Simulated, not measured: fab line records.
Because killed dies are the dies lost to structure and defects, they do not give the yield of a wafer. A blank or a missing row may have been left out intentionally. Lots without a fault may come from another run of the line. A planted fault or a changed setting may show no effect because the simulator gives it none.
fab line records	flow n5_finfet
record: lots: 9	wafers: 27	last_day: 17
route steps=1938 shown DUMMY_GATE@234 SPACER0@261 SD_EPI_N@272 PASSIVATION@1936
lots with no fault: from the same line, run without faults
start_h: the number of hours between the record's first day and the start of the first shown wafer of the lot	wait_h: how many hours have passed since the lot's step before this one	" unchanged from the row above	L1.1+2: several wafers, shown together as one row	- no value present, or no start provided	* or withheld: withheld	< > ~ a bound
route shown NAME@n: a module of which the file shows steps, and the number in the route of the first	usual: mean/standard deviation taken from wafers without a fault	same: alike in all rows	chamber/n: place in a boat	sites: the reading at each site	_std_site: how widely they spread, as a standard deviation	_edge_site: mean of outer sites minus mean of inner sites	radius_mm: for every site, how far away it sits from the centre of the wafer	mask NAME#n: copy n	behind: the most recent tool/chamber to have shaped the wafer	hold: what put the lot on hold/how long, in hours/how the hold closed	device: transistor that didn't switch, given as n, p or np	end of line: the same wafers' tests at the end of the route	a step with no rows: only its recipe	killed: dies that structure and defects cost at the first sort, which is not the same as the wafer's yield	map: per-die view of a wafer (x killed, . not killed, _ where there is no die)
set.NAME: the setting the step ran with; set.NAME@STEP: the setting that earlier step ran with	model.NAME: the simulator's own value behind a step, which no gauge read
route steps across a sampled set of lots; one table per step, one row per wafer
services: from which hour (start_h, from the record's first day; less than 0 if before it) a tool's chamber was out of use, for how many hours, and why
== steps ==
step: N5_DUMMY_GATE_DESCUM_20
recipe: chemistry: O2	time_s: 6.2	source_power_w: 50	bias_power_w: 20	pressure_mtorr: 20	rf_frequency_hz: 2.712e+07	temp_c: 40	resist: CAR-EUV	o2_flow_sccm: 225
usual: bias_power_w: 20.01/0.06	drypump_motor_current_A: 5.50/0.25	oes_product_au: 0.78/0.084	rf_fwd_power_W: 49.64/0.22	rf_vpp_V: 243.4/1.3	showerhead_plenum_p_Torr: 2.12/0.066	throttle_valve_pct: 20.49/0.24
lot.wafer	tool	chamber	start_h	wait_h	bias_power_w	drypump_motor_current_A	oes_product_au	rf_fwd_power_W	rf_hours_counter_h	rf_vpp_V	showerhead_plenum_p_Torr	throttle_valve_pct
L478.1	rie_diel-06	3	50.89	0.0	20.02	5.91	0.92	50.07	28	244.7	2.24	20.04
L478.2	"	0	"	"	20.03	5.82	0.73	50.05	186	242.3	2.07	20.49
L478.3	"	2	"	"	20.03	5.46	0.75	49.44	146	243.9	2.19	20.21
L487.1	rie_diel-06	3	106.35	0.1	19.98	5.88	0.90	49.82	44	243.4	2.23	20.08
L487.2	"	1	"	"	19.96	5.28	0.71	49.67	190	242.4	2.08	20.55
L487.6	"	0	"	"	20.04	5.77	0.72	49.85	-	242.3	2.06	20.52
L488.1	rie_diel-01	0	115.76	0.0	20.00	5.43	0.76	49.76	134	240.9	2.02	20.57
L488.5	"	3	"	"	20.03	5.16	0.89	49.63	-	243.3	2.14	20.65
L488.6	"	2	"	"	20.04	5.75	0.69	49.66	-	244.3	2.16	20.86
L493.3	rie_diel-01	1	143.12	0.0	19.97	5.50	0.71	49.79	241	243.9	2.16	20.39
L493.5	"	2	"	"	20.13	5.74	0.68	49.71	-	242.8	2.15	20.86
L493.6	"	1	"	"	19.96	5.50	0.71	49.80	-	243.7	2.16	20.37
L495.2	rie_diel-02	2	156.92	0.1	19.91	5.83	0.85	49.63	69	244.5	2.13	19.97
L495.4	"	0	"	"	20.06	5.11	0.69	49.56	225	244.5	2.17	20.61
L495.6	"	2	"	"	20.03	5.84	0.85	49.79	-	245.0	2.13	20.01
L496.1	rie_diel-06	0	162.99	0.0	20.10	5.77	0.70	49.55	222	243.0	2.06	20.55
L496.4	"	1	"	"	20.17	5.29	0.68	49.48	209	241.6	2.07	20.58
L496.6	"	2	"	"	19.99	5.41	0.74	49.65	-	245.3	2.18	20.23
L497.1	rie_diel-02	1	166.10	0.0	20.01	5.68	0.84	49.63	56	243.4	2.03	20.42
L497.2	"	0	"	"	19.98	5.12	0.68	50.01	228	244.6	2.17	20.61
L497.6	"	1	"	"	19.93	5.65	0.83	49.62	-	241.7	2.03	20.41
L498.3	rie_diel-02	3	174.14	0.0	20.03	5.31	0.76	49.69	153	241.1	2.01	20.47
L498.5	"	1	"	"	20.02	5.66	0.83	49.77	-	241.5	2.03	20.42
L498.6	"	0	"	"	19.91	5.09	0.68	49.55	-	244.6	2.17	20.64
L500.1	rie_diel-01	0	188.84	0.0	20.07	5.40	0.76	49.73	155	242.4	2.01	20.59
L500.2	"	1	"	"	20.04	5.48	1.01	49.65	2	243.5	2.16	19.99
L500.3	"	3	"	"	19.92	5.14	0.86	49.33	57	242.3	2.13	20.68
step: N5_DUMMY_GATE_CD_MEAS_50
recipe: target_cd_nm: 14
usual: cd_nm: 14.1/0.34
lot.wafer	tool	chamber	start_h	wait_h	cd_nm
L478.1	cd_sem-01	-	51.26	0.0	14.4
L478.2	"	-	"	"	13.9
L478.3	"	-	"	"	13.9
L487.1	cd_sem-01	-	106.72	0.0	14.2
L487.2	"	-	"	"	14.1
L487.6	"	-	"	"	14.0
L488.1	cd_sem-02	-	116.13	0.0	14.0
L488.5	"	-	"	"	13.7
L488.6	"	-	"	"	14.6
L493.3	cd_sem-02	-	143.80	0.0	13.7
L493.5	"	-	"	"	14.0
L493.6	"	-	"	"	13.7
L495.2	cd_sem-02	-	157.38	0.0	14.4
L495.4	"	-	"	"	14.3
L495.6	"	-	"	"	14.2
L496.1	cd_sem-03	-	163.37	0.0	13.9
L496.4	"	-	"	"	14.2
L496.6	"	-	"	"	14.3
L497.1	cd_sem-03	-	166.47	0.0	13.2
L497.2	"	-	"	"	13.5
L497.6	"	-	"	"	13.5
L498.3	cd_sem-03	-	174.52	0.0	14.1
L498.5	"	-	"	"	13.4
L498.6	"	-	"	"	13.6
L500.1	cd_sem-01	-	189.21	0.0	14.3
L500.2	"	-	"	"	14.1
L500.3	"	-	"	"	13.8
step: N5_DUMMY_GATE_ETCH_31
recipe: chemistry: C4F6/O2	target: SiO2	mask_material: SOC	target_depth_a: 825	time_s: 27.5	ion_energy_ev: 250	pressure_mtorr: 30	source_w: 345	bias_w: 185	Ar_flow_sccm: 300	C4F6_flow_sccm: 10	O2_flow_sccm: 10
usual: drypump_motor_current_A: 5.55/0.26	oes_o_777_au: 0.79/0.077	oes_product_au: 0.79/0.079	rf_fwd_power_W: 341.5/1.4	rf_vpp_V: 666/15	showerhead_plenum_p_Torr: 2.87/0.094	throttle_valve_pct: 21.11/0.28
lot.wafer	tool	chamber	start_h	wait_h	drypump_motor_current_A	oes_o_777_au	oes_product_au	rf_fwd_power_W	rf_hours_counter_h	rf_vpp_V	showerhead_plenum_p_Torr	throttle_valve_pct
L478.1	rie_diel-01	2	51.31	0.0	5.76	0.70	0.71	340.6	194	680	2.96	21.67
L478.2	"	1	"	"	5.47	0.73	0.72	343.2	216	666	2.93	21.00
L478.3	"	3	"	"	5.17	0.90	0.91	338.8	15	661	2.92	21.40
L487.1	rie_diel-06	3	106.77	0.0	5.90	0.90	0.90	342.7	44	673	3.04	20.89
L487.2	"	1	"	"	5.31	0.72	0.72	340.7	190	675	2.81	21.18
L487.6	"	3	"	"	5.88	0.90	0.90	343.7	-	672	3.04	20.90
L488.1	rie_diel-02	1	116.37	0.2	5.67	0.89	0.87	341.4	43	673	2.76	21.07
L488.5	"	1	"	"	5.66	0.89	0.87	341.2	-	673	2.76	21.06
L488.6	"	2	"	"	5.85	0.86	0.87	343.0	-	689	2.87	20.58
L493.3	rie_diel-06	2	144.22	0.4	5.44	0.77	0.75	339.0	168	640	2.94	20.89
L493.5	"	2	"	"	5.45	0.77	0.75	340.5	-	639	2.94	20.86
L493.6	"	3	"	"	5.87	0.88	0.88	343.7	-	672	3.04	20.91
L495.2	rie_diel-06	1	157.46	0.1	5.31	0.70	0.70	340.4	207	674	2.80	21.20
L495.4	"	2	"	"	5.44	0.76	0.74	342.2	173	641	2.94	20.88
L495.6	"	0	"	"	5.77	0.69	0.71	341.1	-	654	2.84	21.46
L496.1	rie_diel-02	1	163.42	0.0	5.67	0.87	0.85	343.2	55	672	2.76	21.06
L496.4	"	3	"	"	5.36	0.79	0.77	343.0	149	659	2.72	21.13
L496.6	"	3	"	"	5.33	0.79	0.76	341.1	-	659	2.72	21.12
L497.1	rie_diel-02	3	166.88	0.4	5.35	0.78	0.76	340.6	151	659	2.72	21.11
L497.2	"	1	"	"	5.63	0.86	0.86	341.7	56	676	2.76	21.08
L497.6	"	1	"	"	5.68	0.87	0.85	342.3	-	674	2.76	21.07
L498.3	rie_diel-06	3	174.56	0.0	5.94	0.87	0.87	343.4	66	672	3.03	20.94
L498.5	"	1	"	"	5.31	0.70	0.69	341.1	-	675	2.80	21.21
L498.6	"	2	"	"	5.46	0.76	0.74	339.9	-	640	2.93	20.91
L500.1	rie_diel-02	0	189.26	0.0	5.14	0.71	0.69	340.4	236	680	2.91	21.22
L500.2	"	1	"	"	5.64	0.85	0.84	341.3	65	671	2.75	21.06
L500.3	"	2	"	"	5.84	0.84	0.83	342.6	79	689	2.86	20.62
step: N5_DUMMY_GATE_PRECLEAN_25
recipe: chemistry: O3/DIW	time_s: 45	temp_c: 22	o3_ppm: 10
lot.wafer	tool	chamber	start_h	wait_h
L478.1+2+3	wet_bench-06	3,2,1	51.95	0.0
L487.1+2+6	wet_bench-02	6,3,5	107.45	0.0
L488.1+5+6	wet_bench-02	4,5,1	117.00	0.0
L493.3+5+6	wet_bench-02	7,6,5	144.90	0.0
L495.2+4+6	wet_bench-06	0,3,1	158.25	0.0
L496.1+4+6	wet_bench-02	6,5,4	164.05	0.0
L497.1+2+6	wet_bench-02	1,3,4	167.78	0.0
L498.3+5+6	wet_bench-02	1,3,0	175.19	0.0
L500.1+2+3	wet_bench-06	6,3,1	189.89	0.0
step: N5_DUMMY_GATE_INSPECT_27
recipe: inspect_instrument: brightfield	mode: aei
usual: raw_defect_count: 297/69
lot.wafer	tool	chamber	start_h	wait_h	raw_defect_count
L478.1	defect_inspect-02	-	52.05	0.0	330
L478.2	"	-	"	"	344
L478.3	"	-	"	"	320
L487.1	defect_inspect-01	-	107.54	0.0	278
L487.2	"	-	"	"	358
L487.6	"	-	"	"	328
L488.1	defect_inspect-02	-	117.11	0.0	269
L488.5	"	-	"	"	256
L488.6	"	-	"	"	259
L493.3	defect_inspect-02	-	145.00	0.0	273
L493.5	"	-	"	"	331
L493.6	"	-	"	"	310
L495.2	defect_inspect-01	-	158.35	0.0	347
L495.4	"	-	"	"	354
L495.6	"	-	"	"	304
L496.1	defect_inspect-01	-	164.15	0.0	1839
L496.4	"	-	"	"	1704
L496.6	"	-	"	"	1700
L497.1	defect_inspect-01	-	167.88	0.0	1630
L497.2	"	-	"	"	1591
L497.6	"	-	"	"	1678
L498.3	defect_inspect-01	-	175.30	0.0	1771
L498.5	"	-	"	"	1574
L498.6	"	-	"	"	1759
L500.1	defect_inspect-02	-	189.99	0.0	309
L500.2	"	-	"	"	302
L500.3	"	-	"	"	237
step: N5_SPACER0_INSPECT_04
recipe: inspect_instrument: darkfield	mode: post_dep
usual: raw_defect_count: 140/35
lot.wafer	tool	chamber	start_h	wait_h	raw_defect_count
L478.1	defect_inspect-02	-	52.65	0.1	133
L478.2	"	-	"	"	160
L478.3	"	-	"	"	133
L487.1	defect_inspect-01	-	108.15	0.1	102
L487.2	"	-	"	"	156
L487.6	"	-	"	"	136
L488.1	defect_inspect-02	-	117.71	0.1	130
L488.5	"	-	"	"	121
L488.6	"	-	"	"	184
L493.3	defect_inspect-01	-	146.23	0.1	147
L493.5	"	-	"	"	177
L493.6	"	-	"	"	187
L495.2	defect_inspect-01	-	158.95	0.1	149
L495.4	"	-	"	"	154
L495.6	"	-	"	"	126
L496.1	defect_inspect-02	-	164.75	0.1	1576
L496.4	"	-	"	"	1496
L496.6	"	-	"	"	1521
L497.1	defect_inspect-01	-	168.49	0.1	1516
L497.2	"	-	"	"	1500
L497.6	"	-	"	"	1548
L498.3	defect_inspect-02	-	175.90	0.1	1541
L498.5	"	-	"	"	1437
L498.6	"	-	"	"	1569
L500.1	defect_inspect-02	-	190.59	0.1	128
L500.2	"	-	"	"	138
L500.3	"	-	"	"	127
step: N5_SD_EPI_N_INSPECT_11
recipe: mode: adi	inspect_instrument: macro
usual: raw_defect_count: 2.1/1.3
lot.wafer	tool	chamber	start_h	wait_h	raw_defect_count
L478.1	defect_inspect-02	-	53.11	0.0	0
L478.2	"	-	"	"	2
L478.3	"	-	"	"	3
L487.1	defect_inspect-02	-	108.60	0.0	3
L487.2	"	-	"	"	3
L487.6	"	-	"	"	3
L488.1	defect_inspect-02	-	118.16	0.0	2
L488.5	"	-	"	"	2
L488.6	"	-	"	"	1
L493.3	defect_inspect-02	-	146.56	0.0	2
L493.5	"	-	"	"	3
L493.6	"	-	"	"	0
L495.2	defect_inspect-01	-	159.40	0.0	4
L495.4	"	-	"	"	1
L495.6	"	-	"	"	4
L496.1	defect_inspect-01	-	165.20	0.0	>300
L496.4	"	-	"	"	>300
L496.6	"	-	"	"	>300
L497.1	defect_inspect-02	-	168.94	0.0	>300
L497.2	"	-	"	"	>300
L497.6	"	-	"	"	>300
L498.3	defect_inspect-01	-	176.35	0.0	>300
L498.5	"	-	"	"	>300
L498.6	"	-	"	"	>300
L500.1	defect_inspect-01	-	191.05	0.0	4
L500.2	"	-	"	"	3
L500.3	"	-	"	"	2
step: N5_SD_EPI_N_INSPECT_26
recipe: inspect_instrument: darkfield	mode: post_epi
usual: raw_defect_count: 208/44
lot.wafer	tool	chamber	start_h	wait_h	raw_defect_count
L478.1	defect_inspect-02	-	57.14	0.1	191
L478.2	"	-	"	"	248
L478.3	"	-	"	"	227
L487.1	defect_inspect-01	-	113.38	0.1	163
L487.2	"	-	"	"	240
L487.6	"	-	"	"	204
L488.1	defect_inspect-01	-	125.27	0.1	212
L488.5	"	-	"	"	207
L488.6	"	-	"	"	288
L493.3	defect_inspect-02	-	151.76	0.1	174
L493.5	"	-	"	"	254
L493.6	"	-	"	"	262
L495.2	defect_inspect-02	-	163.86	0.1	204
L495.4	"	-	"	"	248
L495.6	"	-	"	"	191
L496.1	defect_inspect-02	-	169.94	0.1	1663
L496.4	"	-	"	"	1588
L496.6	"	-	"	"	1570
L497.1	defect_inspect-01	-	172.93	0.1	1567
L497.2	"	-	"	"	1605
L497.6	"	-	"	"	1661
L498.3	defect_inspect-02	-	182.48	0.1	1606
L498.5	"	-	"	"	1517
L498.6	"	-	"	"	1620
L500.1	defect_inspect-02	-	195.21	0.1	225
L500.2	"	-	"	"	219
L500.3	"	-	"	"	201
step: N5_PASSIVATION_PROBE_49
usual: killed_at_M0_to_M3: 34/11	killed_at_M4_up: 14/5.7	killed_at_contacts: 14/6.9	killed_at_front_end: 40/11	killed_at_other: 4/3.1	killed_dies: 105/17	killed_on_rim: 14/4.1	killed_open: 70/13	killed_short: 34/7.6
same: gross_dies: 1180	killed_at_back_side: 0
lot.wafer	tool	chamber	start_h	wait_h	killed_at_M0_to_M3	killed_at_M4_up	killed_at_contacts	killed_at_front_end	killed_at_other	killed_dies	killed_on_rim	killed_open	killed_short
L496.1	prober-01	-	403.27	0.0	19	10	12	182	4	227	9	45	23
L496.4	prober-01	-	403.42	0.2	33	14	9	101	2	159	29	55	30
L496.6	prober-01	-	403.52	0.3	50	12	15	139	2	218	26	76	32
L497.1	prober-02	-	409.63	0.0	50	8	13	142	7	220	29	69	37
L497.2	prober-02	-	409.68	0.1	46	10	9	127	4	196	36	74	29
L497.6	prober-02	-	409.88	0.3	52	12	7	148	10	229	29	74	37
L498.3	prober-01	-	411.07	0.1	28	6	14	146	5	199	30	54	33
L498.5	prober-01	-	411.17	0.2	28	4	18	139	5	194	30	68	31
L498.6	prober-01	-	411.22	0.3	30	9	33	198	7	277	28	93	27
killed by level:class
L496.1 DUMMY_GATE:unspecified=159 MOL_CONTACT_COAG:geometric_particle:open=10 FIN_SAQP:geometric_particle:open=7 BEOL_M0_SAQP:geometric_particle:open=6 STI_FIN_REVEAL:geometric_particle:open=4 FIN_SAQP:geometric_particle:short=3 BEOL_M0_SAQP:geometric_particle:short=3 BEOL_M3:geometric_particle:open=3
L496.4 DUMMY_GATE:unspecified=74 BEOL_M0_SAQP:geometric_particle:open=9 STI_FIN_REVEAL:geometric_particle:open=8 MOL_CONTACT_COAG:geometric_particle:open=7 BEOL_M3:geometric_particle:open=7 BEOL_M2:geometric_particle:open=6 FIN_SAQP:geometric_particle:short=4 GATE_CUT:geometric_particle:short=4
L496.6 DUMMY_GATE:unspecified=110 BEOL_M0_SAQP:geometric_particle:open=12 STI_FIN_REVEAL:geometric_particle:open=11 MOL_CONTACT_COAG:geometric_particle:open=11 BEOL_M0_SAQP:geometric_particle:short=9 BEOL_M0:geometric_particle:open=9 FIN_SAQP:geometric_particle:open=4 BEOL_M2:geometric_particle:open=4
L497.1 DUMMY_GATE:unspecified=112 BEOL_M0_SAQP:geometric_particle:open=20 BEOL_M0_SAQP:geometric_particle:short=13 STI_FIN_REVEAL:geometric_particle:open=11 MOL_CONTACT_COAG:geometric_particle:open=9 BEOL_M1:geometric_particle:open=6 FIN_SAQP:geometric_particle:short=4 MOL_CONTACT_COAG:geometric_particle:short=4
L497.2 DUMMY_GATE:unspecified=93 STI_FIN_REVEAL:geometric_particle:open=13 BEOL_M1:geometric_particle:open=12 BEOL_M0_SAQP:geometric_particle:short=9 MOL_CONTACT_COAG:geometric_particle:open=7 BEOL_M0:geometric_particle:open=6 BEOL_M2:geometric_particle:open=6 FIN_SAQP:geometric_particle:open=4
L497.6 DUMMY_GATE:unspecified=118 BEOL_M0_SAQP:geometric_particle:open=19 BEOL_M0_SAQP:geometric_particle:short=13 STI_FIN_REVEAL:geometric_particle:open=11 BEOL_M1:geometric_particle:open=9 BEOL_M3:geometric_particle:open=6 BEOL_M4:geometric_particle:open=5 GATE_CUT:geometric_particle:short=5
L498.3 DUMMY_GATE:unspecified=111 MOL_CONTACT_COAG:geometric_particle:open=12 BEOL_M0_SAQP:geometric_particle:short=10 BEOL_M0_SAQP:geometric_particle:open=9 GATE_CUT:geometric_particle:short=8 STI_FIN_REVEAL:geometric_particle:open=7 BEOL_M2:geometric_particle:open=4 STARTING-WAFER:geometric_particle:open=4
L498.5 DUMMY_GATE:unspecified=94 MOL_CONTACT_COAG:geometric_particle:open=17 STI_FIN_REVEAL:geometric_particle:open=14 BEOL_M0_SAQP:geometric_particle:short=9 BEOL_M0_SAQP:geometric_particle:open=7 STI_FIN_REVEAL:geometric_particle:short=6 FIN_SAQP:geometric_particle:open=5 GATE_CUT:geometric_particle:short=5
L498.6 DUMMY_GATE:unspecified=157 MOL_CONTACT_COAG:geometric_particle:open=30 BEOL_M1:geometric_particle:open=13 STI_FIN_REVEAL:geometric_particle:open=10 FIN_SAQP:geometric_particle:open=9 BEOL_M0_SAQP:geometric_particle:open=8 BEOL_M0_SAQP:geometric_particle:short=5 FIN_SAQP:geometric_particle:short=4
== services ==
tool	chamber	start_h	hours	kind
rie_diel-06	2	125.43	12.1	repair
rie_diel-02	3	142.67	1.8	repair
rie_diel-01	2	164.28	2.8	repair
rie_diel-01	1	168.11	-	clean
rie_diel-01	1	168.11	-	consumable_replace:focus_ring
rie_diel-01	1	168.11	13.9	scheduled_down
rie_diel-01	1	168.11	13.9	vent_cycle
== key ==
first_sign: step: N5_DUMMY_GATE_INSPECT_27	reading: raw_defect_count	direction: up	sigmas: 20	usual: 297	struck: 1694
effect: step: N5_SPACER0_INSPECT_04	reading: raw_defect_count	direction: up	sigmas: 39	usual: 140	struck: 1523
effect: step: N5_SD_EPI_N_INSPECT_11	reading: raw_defect_count	direction: up	sigmas: 99+	usual: 2.1	struck: >300
effect: step: N5_SD_EPI_N_INSPECT_26	reading: raw_defect_count	direction: up	sigmas: 32	usual: 208	struck: 1600
effect: step: N5_PASSIVATION_PROBE_49	reading: killed_at_front_end	direction: up	sigmas: 9.4	usual: 40	struck: 147
more_kills_born_at: N5_DUMMY_GATE_PRECLEAN_25@wet_bench-02: 1028
met_at N5_DUMMY_GATE_PRECLEAN_25
struck_lots L496,L497,L498
tester_left_out L496,L497,L498
not_acting_at N5_DUMMY_GATE_DESCUM_20,N5_DUMMY_GATE_CD_MEAS_50,N5_DUMMY_GATE_ETCH_31
onset_between 144.90 164.05
fault: kind: chamber_particle_source	tool: wet_bench-02	chamber: -	onset_h: 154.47	steps: N5_DUMMY_GATE_PRECLEAN_25	rate_per_visit_cm2: 2.1648	end_h: 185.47
tester_left_out: of these lots the tester's yield and bins aren't shown, on N5 and GAA mostly nor the transistor test; their killed dies are dies lost to structure and defects alone, not to doping, threshold or leakage, so they don't give the yield
